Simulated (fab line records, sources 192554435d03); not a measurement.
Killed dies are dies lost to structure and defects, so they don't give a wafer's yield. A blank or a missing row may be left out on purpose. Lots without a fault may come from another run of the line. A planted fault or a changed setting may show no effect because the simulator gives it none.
Chamber matching | flow n5_finfet | N5_BEOL_M2_ETCH_63 on rie_diel-05: 4 sister chambers
The step etches SiARC in CF4, target depth 15.6 nm, time 26 s. 4 wafers are shown with their chamber, then 12 later ones without.

WAFERS WITH THEIR CHAMBER
wafer  | chamber | showerhead_plenum_p_Torr (Torr)
L088.2 | 1       | 2.17
L088.4 | 2       | 2.11
L088.5 | 3       | 2.09
L088.6 | 0       | 2.23

WAFERS WITHOUT THEIR CHAMBER
wafer  | showerhead_plenum_p_Torr (Torr)
L087.2 | 2.22
L087.4 | 2.17
L087.5 | 2.11
L089.3 | 2.22
L089.4 | 2.09
L089.5 | 2.17
L090.3 | 2.09
L090.4 | 2.22
L090.5 | 2.22
L094.1 | 2.22
L094.2 | 2.09
L094.3 | 2.10

WHICH CHAMBER EACH WENT THROUGH
wafer  | from the rows above     | in truth
L087.2 | 0                       | 0
L087.4 | 1                       | 1
L087.5 | 2                       | 2
L089.3 | 0                       | 0
L089.4 | 3                       | 3
L089.5 | 1                       | 1
L090.3 | 3                       | 3
L090.4 | 0                       | 0
L090.5 | 0                       | 0
L094.1 | 0                       | 0
L094.2 | 3                       | 3
L094.3 | can't be placed: 2 or 3 | 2
Placed correctly: 11 of 12. Can't be placed from these rows: 1 (the true chamber is among the candidates in 1). Placed wrongly: 0.
How it was worked out, from the rows above alone: a wafer's distance from a chamber is the root of the sum, over the readings, of the square of ((its reading less the chamber's mean) divided by the reading's scatter). The wafer belongs to the nearest chamber; if the next one is less than 2 further off, it can't be placed. A chamber's mean is the mean of its shown wafers. The scatter: with one shown wafer a chamber, the root of the mean of the squares of how far each hidden wafer lies from its nearest shown one.
